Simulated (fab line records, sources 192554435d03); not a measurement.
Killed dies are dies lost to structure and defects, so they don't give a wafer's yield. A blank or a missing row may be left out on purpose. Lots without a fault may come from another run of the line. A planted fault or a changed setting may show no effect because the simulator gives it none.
Which tool did it? | flow n5_finfet | 11 lots, 33 wafers sampled, at 1 step of a route of 1938

WHAT THE GAUGES READ, wafer by wafer
N5_SD_EPI_N_INSPECT_26: inspects for defects (darkfield).
lot  | measured    | on                | raw_defect_count
L190 | day 3 14:42 | defect_inspect-02 | 239 219 197
L193 | day 4 04:28 | defect_inspect-02 | 169 183 142
L194 | day 4 10:14 | defect_inspect-02 | 198 215 201
L195 | day 4 22:25 | defect_inspect-01 | 229 209 143
L196 | day 5 00:36 | defect_inspect-02 | 167 179 149
L199 | day 5 15:46 | defect_inspect-01 | 213 208 233
L198 | day 5 16:48 | defect_inspect-01 | 189 174 250
L201 | day 6 06:04 | defect_inspect-02 | 150 179 135
L202 | day 6 10:57 | defect_inspect-02 | 254 206 242
L205 | day 7 03:45 | defect_inspect-02 | 245 193 197
L210 | day 8 11:46 | defect_inspect-02 | 306 231 284

WHICH TOOL RAN EACH LOT (tool, then ch and the chambers of the sampled wafers, then the start)
The record holds no process step before these readings.

THE ANSWER, worked out from the rows above alone
Rule: what is usual is taken from the lots themselves. Put in order of their means at a reading, lots are off if they are a third of the lots or fewer, leave a main group of 4 or more, and stand apart from it by a gap of 3 or more times the standard deviation of the main group's means; of several such gaps the widest counts. A main group whose means are all the same, to the digits that the tables above print for the reading, isn't used. A lot without any number at a reading at which 4 lots or more have one is off too. The other lots that the step has rows for count as sound.
No lot is off at any reading shown: from this, nothing can be told.

WHAT THE SIMULATOR HAD PUT IN
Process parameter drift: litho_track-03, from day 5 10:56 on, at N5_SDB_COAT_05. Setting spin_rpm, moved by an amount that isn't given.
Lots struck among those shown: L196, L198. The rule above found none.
